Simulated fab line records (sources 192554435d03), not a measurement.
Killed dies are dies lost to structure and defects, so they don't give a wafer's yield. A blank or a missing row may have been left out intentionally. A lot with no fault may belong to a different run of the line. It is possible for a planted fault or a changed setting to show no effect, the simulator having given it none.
Chamber matching + flow n5_finfet + N5_BEOL_M12_ILD_DEP_00 on pecvd-01 has 3 sister chambers
The step deposits SiOC from DEMS/O2, target thk 658.92 nm, time 130.7 s. 3 wafers are shown with their chamber, then 10 later ones without.

## WAFERS PAIRED WITH THEIR CHAMBERS
| wafer  | chamber | throttle_valve_pct (%) |
|--------|---------|------------------------|
| L083.4 | 2       | 11.0                   |
| L084.2 | 0       | 12.2                   |
| L084.4 | 1       | 11.0                   |

## WAFERS WITHOUT THEIR CHAMBER
| wafer  | throttle_valve_pct (%) |
|--------|------------------------|
| L084.6 | 12.2                   |
| L087.1 | 10.9                   |
| L087.5 | 11.1                   |
| L087.6 | 12.5                   |
| L093.1 | 11.5                   |
| L093.2 | 10.8                   |
| L093.5 | 11.4                   |
| L096.1 | 12.7                   |
| L096.3 | 10.8                   |
| L096.4 | 12.5                   |

## EACH ONE'S CHAMBER
| wafer  | from the rows above          | in truth |
|--------|------------------------------|----------|
| L084.6 | 0                            | 0        |
| L087.1 | can't be placed: 1 or 2      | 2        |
| L087.5 | can't be placed: 1 or 2      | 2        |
| L087.6 | 0                            | 0        |
| L093.1 | can't be placed: 1 or 2 or 0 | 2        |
| L093.2 | can't be placed: 1 or 2      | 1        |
| L093.5 | can't be placed: 1 or 2 or 0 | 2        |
| L096.1 | 0                            | 0        |
| L096.3 | can't be placed: 1 or 2      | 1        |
| L096.4 | 0                            | 0        |
4 of 10 placed correctly. Can't be placed from these rows: 6 (the true chamber is among the candidates in 6). Wrongly placed: 0.
How it was worked out, from the rows above alone: a wafer's distance from a chamber is the root of the sum, over the readings, of the square of ((its reading less the chamber's mean) divided by the reading's scatter). If the next closest chamber is less than 2 further off than the closest, the wafer can't be placed; otherwise it belongs to the closest. The mean given for a chamber averages the wafers shown for that chamber. The scatter (one wafer shown for each chamber): square how far every hidden wafer sits from the nearest shown wafer, average those squares and take the square root.
